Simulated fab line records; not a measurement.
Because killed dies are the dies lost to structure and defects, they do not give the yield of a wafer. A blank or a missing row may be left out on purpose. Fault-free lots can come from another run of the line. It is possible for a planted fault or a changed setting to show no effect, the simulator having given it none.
Matching of chambers    flow nandHarc    NHARC_P_GATE_DESCUM_61 on rieDiel-03: 4 sister chambers
The step chemistry O2, time 3 s. 8 wafers are shown with their chamber, then 8 later ones without.

## EACH WAFER AND ITS CHAMBER
wafer   chamber  drypumpMotorCurrentA (A)  oesProductAu (a.u.)
L083.6  3        6.2                       1.004
L084.5  1        5.8                       0.990
L085.1  1        5.8                       0.992
L085.3  2        5.3                       1.004
L085.5  2        5.3                       1.013
L090.3  3        6.3                       0.989
L090.5  0        5.0                       0.993
L092.1  0        5.0                       0.993

## WAFERS MISSING THEIR CHAMBER
wafer   drypumpMotorCurrentA (A)  oesProductAu (a.u.)
L092.3  5.3                       0.989
L092.6  5.7                       0.997
L094.2  6.2                       1.004
L094.3  5.3                       1.006
L094.6  6.2                       0.998
L097.1  5.3                       0.997
L097.5  5.0                       1.005
L097.6  6.2                       0.992

## WHICH CHAMBER EACH WENT THROUGH
wafer   from the rows above  in truth
L092.3  2                    2
L092.6  1                    1
L094.2  3                    3
L094.3  2                    2
L094.6  3                    3
L097.1  2                    2
L097.5  0                    0
L097.6  3                    3
Placed correctly: 8 of 8. Not placeable from these rows: 0. 0 placed wrongly.
How it was worked out, from the rows above alone: a wafer's distance from a chamber is the root of the sum, over the readings, of the square of ((its reading less the chamber's mean) divided by the reading's scatter). If the next closest chamber is less than 2 further off than the closest, the wafer can't be placed; otherwise it belongs to the closest. For every chamber, the mean is computed from those of its wafers that are shown. The scatter is the square root of a quotient: the sum, over the shown wafers, of each reading's squared deviation from its chamber's mean, divided by wafers minus chambers.
